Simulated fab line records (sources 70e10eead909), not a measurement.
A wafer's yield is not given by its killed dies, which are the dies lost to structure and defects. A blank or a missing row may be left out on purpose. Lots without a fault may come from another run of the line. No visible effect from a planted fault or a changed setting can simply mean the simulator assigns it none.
fab line records ; flow nand_harc
[record] lots = 6; wafers = 18; last_day = 33
route steps=1302 shown P_M0@282 P_M1@285
lots that met no fault: from a run of the same line without faults
start_h: hours from the record's opening day to when the first of the lot's shown wafers began ; wait_h: how many hours have passed since the lot's step before this one ; " same as the row above ; L1.1+2: one row covering several wafers at once ; - no value present, or no start provided ; * or withheld: withheld ; < > ~ a bound
route shown NAME@n: names a module that has steps shown in the file, with the first one's number in the route ; usual: the fault-free wafers' mean and standard deviation ; same: alike in all rows ; chamber/n: place in a boat ; sites: per-site readings ; _std_site: their standard deviation ; _edge_site: outer sites' mean less inner sites' ; radius_mm: for every site, how far away it sits from the centre of the wafer ; mask NAME#n: copy n ; behind: the most recent tool/chamber to have shaped the wafer ; hold: reason for holding the lot/hours on hold/outcome of the hold ; device: names the non-switching transistor (n, p or np) ; end of line: the tests these same wafers got at the end of their route ; a step without rows: its recipe alone ; killed: not the wafer's yield, but the dies lost to structure and defects at the first sort ; map: the dies of a wafer, with x for killed, . for not killed, _ for no die there
set.NAME: the run value of the setting; set.NAME@STEP: its run value at that earlier step ; model.NAME: the simulator's own value behind a step, which no gauge read
lots at some steps of the route; a table a step, a row a wafer
services: when a tool's chamber went out of use (start_h, in hours from the record's first day, below 0 if earlier), for how many hours, and the reason
[[steps]]
[step NHARC_P_M0_INSPECT_27]
[usual] raw_defect_count = 301/130
lot.wafer;tool;chamber;start_h;wait_h;raw_defect_count
L222.1;defect_inspect-01;-;144.32;0.0;272
L222.3;defect_inspect-01;-;144.32;0.0;153
L222.5;defect_inspect-01;-;144.32;0.0;337
L226.4;defect_inspect-02;-;183.23;0.0;353
L226.5;defect_inspect-02;-;183.23;0.0;247
L226.6;defect_inspect-02;-;183.23;0.0;338
L236.1;defect_inspect-01;-;287.67;0.0;336
L236.2;defect_inspect-01;-;287.67;0.0;362
L236.3;defect_inspect-01;-;287.67;0.0;196
L237.1;defect_inspect-02;-;289.74;0.0;183
L237.3;defect_inspect-02;-;289.74;0.0;113
L237.6;defect_inspect-02;-;289.74;0.0;239
L240.1;defect_inspect-01;-;325.81;0.0;401
L240.3;defect_inspect-01;-;325.81;0.0;275
L240.4;defect_inspect-01;-;325.81;0.0;232
L243.1;defect_inspect-02;-;350.75;0.0;347
L243.3;defect_inspect-02;-;350.75;0.0;352
L243.5;defect_inspect-02;-;350.75;0.0;273
[step NHARC_P_M0_PRE_CLEAN_31]
[recipe] time_s = 12; temp_c = 370; rf_power_w = 300; gas = NH3
[usual] heater_power_w = 635/62
lot.wafer;tool;chamber;start_h;wait_h;heater_power_w
L222.1;pecvd-02;1;144.39;0.1;550
L222.3;pecvd-02;0;144.39;0.1;709
L222.5;pecvd-02;2;144.39;0.1;578
L226.6;pecvd-01;1;183.33;0.1;701
L226.4;pecvd-01;2;183.33;0.1;591
L226.5;pecvd-01;0;183.33;0.1;635
L236.2;pecvd-02;0;287.74;0.1;593
L236.3;pecvd-02;1;287.74;0.1;560
L236.1;pecvd-02;2;287.74;0.1;633
L237.3;pecvd-04;2;289.81;0.1;722
L237.1;pecvd-04;1;289.81;0.1;552
L237.6;pecvd-04;0;289.81;0.1;666
L240.3;pecvd-01;2;325.88;0.1;549
L240.1;pecvd-01;1;325.88;0.1;700
L240.4;pecvd-01;2;325.88;0.1;567
L243.1;pecvd-01;0;350.82;0.1;637
L243.3;pecvd-01;1;350.82;0.1;573
L243.5;pecvd-01;0;350.82;0.1;648
[step NHARC_P_M0_DEP_32]
[recipe] target_thk_a = 300; temp_c = 370; target_thk_nm = 30; pressure_torr = 3; flow_sccm = 200; rf_w = 450; material = SiCN
[usual] heater_power_w = 581/70
lot.wafer;tool;chamber;start_h;wait_h;heater_power_w
L222.1;pecvd-02;1;144.47;0.1;534
L222.3;pecvd-02;0;144.47;0.1;695
L222.5;pecvd-02;2;144.47;0.1;623
L226.6;pecvd-01;1;183.50;0.2;599
L226.4;pecvd-01;2;183.50;0.2;535
L226.5;pecvd-01;0;183.50;0.2;608
L236.2;pecvd-02;0;287.82;0.1;675
L236.3;pecvd-02;1;287.82;0.1;520
L236.1;pecvd-02;2;287.82;0.1;506
L237.3;pecvd-04;2;289.89;0.1;709
L237.1;pecvd-04;1;289.89;0.1;512
L237.6;pecvd-04;0;289.89;0.1;677
L240.3;pecvd-01;2;325.96;0.1;497
L240.1;pecvd-01;1;325.96;0.1;554
L240.4;pecvd-01;2;325.96;0.1;480
L243.1;pecvd-01;0;350.90;0.1;605
L243.3;pecvd-01;1;350.90;0.1;636
L243.5;pecvd-01;0;350.90;0.1;599
[step NHARC_P_M1_DEP_00]
[recipe] target_thk_a = 1825; target_thk_nm = 182.5; temp_c = withheld; pressure_torr = 5; flow_sccm = 200; rf_w = 600; material = SiOC
[step NHARC_P_M1_DEHYDRATE_01]
[recipe] temp_c = 150; time_s = 120
[step NHARC_P_M1_HMDS_02]
[recipe] time_s = 30
[step NHARC_P_M1_COAT_34]
[recipe] temp_c = 200; time_s = 65
[step NHARC_P_M1_COAT_03]
[recipe] spin_rpm = 1500; resist_thk_nm = 90
[step NHARC_P_M1_SOFTBAKE_04]
[recipe] temp_c = 105; time_s = 55
[step NHARC_P_M1_EBR_05]
[step NHARC_P_M1_EXPOSE_06]
[recipe] na = 1.35; target_cd_nm = 130; dose_mj = 81.88; mask_id = P_M1
[step NHARC_P_M1_PEB_07]
[recipe] peb_temp_c = 100; peb_time_s = 65
[step NHARC_P_M1_DEVELOP_08]
[recipe] develop_time_s = 35; dev_temp_c = 23
[usual] chill_plate_temp_C = 23.00/0.11; develop_time_s = 35/0
lot.wafer;tool;chamber;start_h;wait_h;chill_plate_temp_C;develop_time_s
L222.1;litho_track-01;0;145;-;22.95;35
L222.3;litho_track-01;0;145;-;22.96;35
L222.5;litho_track-01;0;145;-;23.00;35
L226.4;litho_track-04;0;184;-;22.95;35
L226.5;litho_track-04;0;184;-;22.96;35
L226.6;litho_track-04;0;184;-;22.91;35
L236.1;litho_track-01;-;288;-;-;-
L236.2;litho_track-01;-;288;-;-;-
L236.3;litho_track-01;-;288;-;-;-
L237.1;litho_track-04;-;291;-;-;-
L237.3;litho_track-04;-;291;-;-;-
L237.6;litho_track-04;-;291;-;-;-
L240.1;litho_track-04;0;327;-;22.96;35
L240.3;litho_track-04;0;327;-;23.05;35
L240.4;litho_track-04;0;327;-;22.88;35
L243.1;litho_track-01;0;352;-;22.99;35
L243.3;litho_track-01;0;352;-;22.80;35
L243.5;litho_track-01;0;352;-;22.96;35
[step NHARC_P_M1_CD_MEAS_09]
[recipe] target_cd_nm = 130; landing_energy_ev = 500
[usual] cd_nm = 129.7/0.57
lot.wafer;tool;chamber;start_h;wait_h;cd_nm
L222.1;cd_sem-03;0;145.69;-;129.9
L222.3;cd_sem-03;0;145.69;-;129.2
L222.5;cd_sem-03;0;145.69;-;129.8
L226.4;cd_sem-01;0;184.64;-;129.8
L226.5;cd_sem-01;0;184.64;-;130.1
L226.6;cd_sem-01;0;184.64;-;130.0
L236.1;cd_sem-03;0;289.06;-;-
L236.2;cd_sem-03;0;289.06;-;-
L236.3;cd_sem-03;0;289.06;-;-
L237.1;cd_sem-02;0;291.14;-;-
L237.3;cd_sem-02;0;291.14;-;-
L237.6;cd_sem-02;0;291.14;-;-
L240.1;cd_sem-01;0;327.08;-;129.8
L240.3;cd_sem-01;0;327.08;-;129.1
L240.4;cd_sem-01;0;327.08;-;129.1
L243.1;cd_sem-03;0;352.16;-;129.5
L243.3;cd_sem-03;0;352.16;-;130.8
L243.5;cd_sem-03;0;352.16;-;129.7
[[services]]
tool;chamber;start_h;hours;kind
pecvd-01;-;130.18;13.0;pm
pecvd-01;0;130.18;13.0;vent_cycle
pecvd-01;1;130.18;13.0;vent_cycle
pecvd-01;2;130.18;13.0;vent_cycle
pecvd-01;0;143.18;-;clean
pecvd-01;1;143.18;-;clean
pecvd-01;2;143.18;-;clean
litho_track-01;-;155.00;7.0;pm
pecvd-04;0;157.31;11.4;repair
litho_track-04;-;203.00;7.0;pm
pecvd-02;-;227.10;13.0;pm
pecvd-01;1;241.27;3.2;repair
pecvd-02;0;254.51;4.5;repair
pecvd-02;2;262.71;12.6;repair
pecvd-04;-;269.12;13.0;pm
pecvd-04;-;298.80;0.3;repair
pecvd-01;-;311.18;13.0;pm
pecvd-01;0;311.18;13.0;vent_cycle
pecvd-01;1;311.18;13.0;vent_cycle
pecvd-01;2;311.18;13.0;vent_cycle
pecvd-01;0;324.18;-;clean
pecvd-01;1;324.18;-;clean
litho_track-01;-;330.00;7.0;pm
pecvd-02;-;343.00;5.2;repair
[[key]]
[first_sign] step = NHARC_P_M1_DEVELOP_08; reading = tool_record; direction = missing
effect none on later readings
met_at NHARC_P_M1_DEVELOP_08
struck_wafers L236.1,L236.2,L236.3,L237.1,L237.3,L237.6
later_rows_left_out L236.1,L236.2,L236.3,L237.1,L237.3,L237.6
sort_left_out L236.1,L236.2,L236.3,L237.1,L237.3,L237.6
onset_between 184 288
[fault] kind = skipped_step_whole; tool = litho_track-01,litho_track-04; chamber = -; onset_h = 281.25; steps = NHARC_P_M1_DEVELOP_08; scope = struck_lots_only
// sort_left_out: the simulated sort isn't trusted on such a fault, so these wafers' sort isn't shown, and their yield isn't known
// later_rows_left_out: the simulator's readings of these wafers behind a module that went badly wrong aren't trusted and aren't shown, but for the sort
